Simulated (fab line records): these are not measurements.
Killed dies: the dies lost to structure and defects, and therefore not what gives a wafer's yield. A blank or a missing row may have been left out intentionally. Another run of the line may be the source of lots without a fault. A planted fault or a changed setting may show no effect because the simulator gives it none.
fab line records ; flow n5-finfet
record: lots: 6; wafers: 18; last-day: 19
route steps=1938 shown PASS1_DEP@1831 MIM_BOT@1832 MIM_TOP@1834 MIM_TOP_LITHO@1839
lots untouched by any fault: they come from a run of this same line in which no faults occurred
start-h: hours from the record's opening day to when the first of the lot's shown wafers began ; wait-h: hours elapsed since this lot's preceding step ; " unchanged from the row above ; L1.1+2: a row that stands for several wafers ; - no value present, or no start provided ; * or withheld: withheld ; < > ~ a bound
route shown NAME@n: NAME is a module with steps in the file, n the number in the route of the first one ; usual: the fault-free wafers' mean and standard deviation ; same: alike in all rows ; chamber/n: place in a boat ; sites: readings site by site ; _std_site: standard deviation across them ; _edge_site: the outer-site mean with the inner-site mean subtracted ; radius-mm: how far each site lies from the wafer's centre ; mask NAME#n: copy n ; behind: the last tool/chamber to shape the wafer ; hold: reason for holding the lot/hours on hold/outcome of the hold ; device: whichever transistor did not switch (one of n, p or np) ; end of line: the same wafers' tests at the end of the route ; a step without rows: its recipe alone ; killed: count of dies lost to structure and defects at first sort (not the wafer's yield) ; map: shows each die of a wafer: x if killed, . if not, _ if none is there
set.NAME: the setting the step ran with; set.NAME@STEP: the setting that earlier step ran with ; model.NAME: the simulator's own value behind a step, which no gauge read
lots at some steps of the route; a table a step, a row a wafer
services: the hour from which a tool's chamber was out of use, counted from the record's first day as start-h (under 0 if before that day), plus the number of hours and why
== steps ==
step: N5_PASSIVATION_PECVD_00
recipe: material: SiO2; target-thk-a: 2000; temp-c: 400; precursor: SiH4/N2O; pressure-torr: 2.7; rf-w: 608; time-s: 11.2
usual: heater-power-w: 676/96; showerhead-plenum-p-Torr: 8.19/0.13; throttle-valve-pct: 52/3
lot.wafer;tool;chamber;start-h;wait-h;heater-power-w;showerhead-plenum-p-Torr;throttle-valve-pct
L685.1;pecvd-02;1;286.42;0.8;626;8.35;56
L685.3;pecvd-02;2;286.42;0.8;796;8.25;50
L685.4;pecvd-02;1;286.42;0.8;638;8.34;56
L683.1;pecvd-03;0;293.15;0.8;485;8.00;51
L683.4;pecvd-03;2;293.15;0.8;611;8.04;50
L683.5;pecvd-03;0;293.15;0.8;508;7.98;51
L692.1;pecvd-02;2;378.12;0.8;715;8.25;50
L692.3;pecvd-02;1;378.12;0.8;574;8.32;56
L692.6;pecvd-02;1;378.12;0.8;573;8.35;56
L695.2;pecvd-02;2;404.57;0.7;815;8.26;50
L695.3;pecvd-02;0;404.57;0.7;685;8.01;54
L695.5;pecvd-02;2;404.57;0.7;827;8.26;50
L702.4;pecvd-01;2;435.63;0.4;658;8.23;49
L702.5;pecvd-01;1;435.63;0.4;794;8.34;57
L702.6;pecvd-01;0;435.63;0.4;633;8.23;50
L703.1;pecvd-01;0;440.90;0.8;696;8.25;50
L703.2;pecvd-01;2;440.90;0.8;643;8.27;49
L703.3;pecvd-01;1;440.90;0.8;771;8.34;57
step: N5_MIM_BOT_DEGAS_01
recipe: ambient: vacuum; temp-c: 300; time-s: 60
step: N5_MIM_BOT_SPUTTER_00
recipe: material: TiN; target-thk-a: 350; temp-c: 200; power-w: 3000; chamber-pressure-pa: 0.49996; gas: Ar; reactive-partial-pa: 0.37997; time-s: 89.7
usual: throttle-valve-pct: 29.7/1
lot.wafer;tool;chamber;start-h;wait-h;throttle-valve-pct
L685.1;pvd-sputter-01;-;287.01;0.0;30.0
L685.3;pvd-sputter-01;-;287.01;0.0;29.0
L685.4;pvd-sputter-01;-;287.01;0.0;29.9
L683.1;pvd-sputter-03;-;295.80;0.0;29.0
L683.4;pvd-sputter-03;-;295.80;0.0;29.2
L683.5;pvd-sputter-03;-;295.80;0.0;31.2
L692.1;pvd-sputter-02;-;378.85;0.0;30.1
L692.3;pvd-sputter-02;-;378.85;0.0;28.4
L692.6;pvd-sputter-02;-;378.85;0.0;28.4
L695.2;pvd-sputter-02;-;406.75;0.0;30.4
L695.3;pvd-sputter-02;-;406.75;0.0;31.2
L695.5;pvd-sputter-02;-;406.75;0.0;29.9
L702.4;pvd-sputter-01;-;437.65;0.0;30.4
L702.5;pvd-sputter-01;-;437.65;0.0;28.4
L702.6;pvd-sputter-01;-;437.65;0.0;29.1
L703.1;pvd-sputter-02;-;441.97;0.0;31.3
L703.2;pvd-sputter-02;-;441.97;0.0;28.5
L703.3;pvd-sputter-02;-;441.97;0.0;30.0
step: N5_MIM_TOP_ALD_00
recipe: material: Al2O3; target-thk-a: *; temp-c: withheld; ald-precursor-family: TMA; ald-co-reactant: O3; pulse-time-s: withheld; purge-time-s: 3; co-reactant-purge-time-s: withheld; co-reactant-pulse-time-s: 3; ald-cycles: withheld
usual: precursor-pulse-height-rel: 0.995/0.017
lot.wafer;tool;chamber;start-h;wait-h;precursor-pulse-height-rel
L685.1;ald-hk-03;0;287.11;0.1;1.005
L685.3;ald-hk-03;3;287.11;0.1;1.000
L685.4;ald-hk-03;2;287.11;0.1;0.963
L683.1;ald-hk-03;2;295.90;0.1;1.017
L683.4;ald-hk-03;1;295.90;0.1;1.018
L683.5;ald-hk-03;0;295.90;0.1;0.972
L692.1;ald-hk-03;1;378.95;0.1;1.004
L692.3;ald-hk-03;2;378.95;0.1;1.001
L692.6;ald-hk-03;3;378.95;0.1;0.969
L695.2;ald-hk-02;1;406.85;0.1;1.007
L695.3;ald-hk-02;3;406.85;0.1;0.974
L695.5;ald-hk-02;0;406.85;0.1;1.015
L702.4;ald-hk-01;2;437.75;0.1;1.008
L702.5;ald-hk-01;3;437.75;0.1;0.984
L702.6;ald-hk-01;2;437.75;0.1;0.970
L703.1;ald-hk-02;1;442.07;0.1;1.007
L703.2;ald-hk-02;0;442.07;0.1;0.979
L703.3;ald-hk-02;3;442.07;0.1;0.983
step: N5_MIM_TOP_ALD_01
recipe: material: HfO2; target-thk-a: 56; temp-c: withheld; ald-precursor-family: Hf-amide; ald-co-reactant: O3; pulse-time-s: 1; purge-time-s: 3; co-reactant-purge-time-s: 2; co-reactant-pulse-time-s: 3; ald-cycles: 62
usual: precursor-pulse-height-rel: 1.000/0.019
same: co-reactant-pulse-time-s: 3
lot.wafer;tool;chamber;start-h;wait-h;precursor-pulse-height-rel
L685.1;ald-hk-03;0;-;-;0.993
L685.3;ald-hk-03;3;-;-;1.013
L685.4;ald-hk-03;2;-;-;0.991
L683.1;ald-hk-03;2;-;-;1.031
L683.4;ald-hk-03;1;-;-;1.021
L683.5;ald-hk-03;0;-;-;1.009
L692.1;ald-hk-03;1;-;-;0.989
L692.3;ald-hk-03;2;-;-;0.978
L692.6;ald-hk-03;3;-;-;0.978
L695.2;ald-hk-02;1;-;-;0.985
L695.3;ald-hk-02;3;-;-;0.991
L695.5;ald-hk-02;0;-;-;1.011
L702.4;ald-hk-01;2;-;-;1.033
L702.5;ald-hk-01;3;-;-;0.987
L702.6;ald-hk-01;2;-;-;1.007
L703.1;ald-hk-02;1;-;-;1.011
L703.2;ald-hk-02;0;-;-;1.018
L703.3;ald-hk-02;3;-;-;0.987
step: N5_MIM_TOP_ALD_02
recipe: material: Al2O3; target-thk-a: *; temp-c: withheld; ald-precursor-family: TMA; ald-co-reactant: O3; pulse-time-s: withheld; purge-time-s: 3; co-reactant-purge-time-s: withheld; co-reactant-pulse-time-s: 3; ald-cycles: withheld
step: N5_MIM_TOP_DEGAS_04
recipe: ambient: vacuum; temp-c: 300; time-s: 60
usual: heater-power-w: 494/49
lot.wafer;tool;chamber;start-h;wait-h;heater-power-w
L685.1;pvd-sputter-02;-;289.49;-;550
L685.3;pvd-sputter-02;-;289.49;-;595
L685.4;pvd-sputter-02;-;289.49;-;508
L683.1;pvd-sputter-01;-;296.70;-;550
L683.4;pvd-sputter-01;-;296.70;-;414
L683.5;pvd-sputter-01;-;296.70;-;473
L692.1;pvd-sputter-02;-;383.16;-;517
L692.3;pvd-sputter-02;-;383.16;-;534
L692.6;pvd-sputter-02;-;383.16;-;501
L695.2;pvd-sputter-02;-;407.77;-;560
L695.3;pvd-sputter-02;-;407.77;-;540
L695.5;pvd-sputter-02;-;407.77;-;524
L702.4;pvd-sputter-01;-;438.99;-;449
L702.5;pvd-sputter-01;-;438.99;-;453
L702.6;pvd-sputter-01;-;438.99;-;416
L703.1;pvd-sputter-01;-;443.31;-;479
L703.2;pvd-sputter-01;-;443.31;-;454
L703.3;pvd-sputter-01;-;443.31;-;555
step: N5_MIM_TOP_SPUTTER_03
recipe: material: TiN; target-thk-a: 350; temp-c: 200; power-w: 3000; chamber-pressure-pa: 0.49996; gas: Ar; reactive-partial-pa: 0.37997; time-s: 89.7
step: N5_MIM_TOP_LITHO_HMDS_01
recipe: time-s: 60; temp-c: 120
step: N5_MIM_TOP_LITHO_COAT_02
recipe: spin-rpm: *; resist-thk-nm: *
step: N5_MIM_TOP_LITHO_EBR_04
recipe: solvent: PGMEA; ebr-width-mm: 1.5
step: N5_MIM_TOP_LITHO_SOFTBAKE_03
recipe: temp-c: 100; time-s: 90
step: N5_MIM_TOP_LITHO_EXPOSE_05
recipe: mask-id: MIM_TOP; na: 0.55; source-shape: conventional; sigma-outer: 0.8; polarization: unpolarized; target-cd-nm: 2000; dose-mj: 20.5
lot.wafer;tool;chamber;start-h;wait-h;mask;model.MIM_TOP_LITHO.overlay-x-nm
L685.1+3+4;krf-scanner-01;0;289.88;-;MIM_TOP#0;1.8
L683.1+4+5;krf-scanner-02;0;297.08;-;MIM_TOP#0;0.8
L692.1+3+6;krf-scanner-02;0;383.56;-;MIM_TOP#0;3.6
L695.2+3+5;krf-scanner-02;0;408.03;-;MIM_TOP#0;0.4
L702.4+5+6;krf-scanner-02;0;439.27;-;MIM_TOP#0;10.6
L703.1+2+3;krf-scanner-02;0;443.56;-;MIM_TOP#0;7
step: N5_MIM_TOP_LITHO_PEB_06
recipe: peb-temp-c: withheld; peb-time-s: *
== services ==
tool;chamber;start-h;hours;kind
pvd-sputter-02;-;265.13;12.8;repair
ald-hk-03;-;268.36;6.0;pm
pecvd-01;2;291.81;5.0;repair
ald-hk-03;-;299.54;8.7;pm
pecvd-01;-;303.96;1.5;repair
pecvd-02;-;309.13;1.0;repair
ald-hk-01;-;314.97;0.7;repair
ald-hk-01;-;354.68;0.5;repair
krf-scanner-01;-;355.13;1.0;pm
ald-hk-02;-;360.71;0.5;repair
pvd-sputter-03;-;361.72;2.7;repair
krf-scanner-02;-;366.71;1.0;pm
pecvd-03;-;370.63;2.8;pm
krf-scanner-02;-;389.97;0.8;pm
krf-scanner-01;-;390.92;1.5;repair
krf-scanner-01;-;408.59;0.8;pm
pecvd-03;-;413.17;28.1;pm
krf-scanner-02;0;416.36;-;calibration
krf-scanner-02;-;417.80;1.3;pm
krf-scanner-01;-;433.50;1.3;pm
krf-scanner-01;-;437.88;3.6;pm
pecvd-02;-;440.61;0.8;repair
pvd-sputter-03;-;442.05;4.1;repair
krf-scanner-01;-;443.45;1.4;repair
== key ==
first-sign none at tools or gauges
model-effect: step: N5_MIM_TOP_LITHO_EXPOSE_05; value: MIM_TOP_LITHO.overlay-x-nm; without: 1.3; struck: 8.8
met-at N5_MIM_TOP_LITHO_EXPOSE_05
struck-wafers L702.4,L702.5,L702.6,L703.1,L703.2,L703.3
onset-between 408.03 439.27
also-fits time
earlier-fault: kind: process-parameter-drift; tool: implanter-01; chamber: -; onset-h: 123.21; steps: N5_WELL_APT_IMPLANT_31; channel: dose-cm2; offset: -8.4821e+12; shape: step; acts-in: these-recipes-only; stated: 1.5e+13
fault: kind: scanner-matching-overlay; tool: krf-scanner-02; chamber: -; onset-h: 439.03; steps: N5_MIM_TOP_LITHO_EXPOSE_05; offset: 7.4708
